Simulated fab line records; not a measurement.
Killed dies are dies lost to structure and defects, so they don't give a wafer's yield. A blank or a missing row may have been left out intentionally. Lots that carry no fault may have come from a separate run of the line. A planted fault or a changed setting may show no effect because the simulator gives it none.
The tool behind it: which one? + flow nand harc + route of 1302 steps, sampled at 1 step: 6 lots, 18 wafers

## WHAT THE GAUGES SHOWED, per wafer
NHARC_P_M2_CD_MEAS_16.
| lot  | measured     | on        | cd nm (nm)        |
|------|--------------|-----------|-------------------|
| L390 | day 9 10:36  | cd sem-03 | 170.5 169.6 170.6 |
| L396 | day 11 22:27 | cd sem-02 | 170.2 171.4 170.0 |
| L398 | day 12 14:53 | cd sem-01 | 170.0 170.8 170.9 |
| L401 | day 13 17:38 | cd sem-02 | 170.2 169.2 170.2 |
| L402 | day 14 10:05 | cd sem-03 | 169.3 170.2 170.2 |
| L405 | day 15 22:34 | cd sem-02 | 169.7 171.2 171.1 |

## WHICH TOOL RAN EACH LOT (tool, then ch and the chambers of the sampled wafers, then the start)
The record shows no process step preceding these readings.

## THE ANSWER, worked out from the rows above alone
Rule: usual is defined by the lots themselves. The widest of any qualifying gaps counts: lots, ordered by their means at a reading, are off when they make up no more than a third of the lots, leave a main group of 4 or more, and stand apart from it by 3 or more times the standard deviation of that group's means. A main group whose means are all the same, to the digits that the tables above print for the reading, isn't used. Also off: a lot with no number at a reading for which 4 or more lots have one. The other lots that the step has rows for count as sound.
No lot is off on any of the readings shown, so nothing can be concluded from this.

## WHAT THE SIMULATOR HAD PUT IN
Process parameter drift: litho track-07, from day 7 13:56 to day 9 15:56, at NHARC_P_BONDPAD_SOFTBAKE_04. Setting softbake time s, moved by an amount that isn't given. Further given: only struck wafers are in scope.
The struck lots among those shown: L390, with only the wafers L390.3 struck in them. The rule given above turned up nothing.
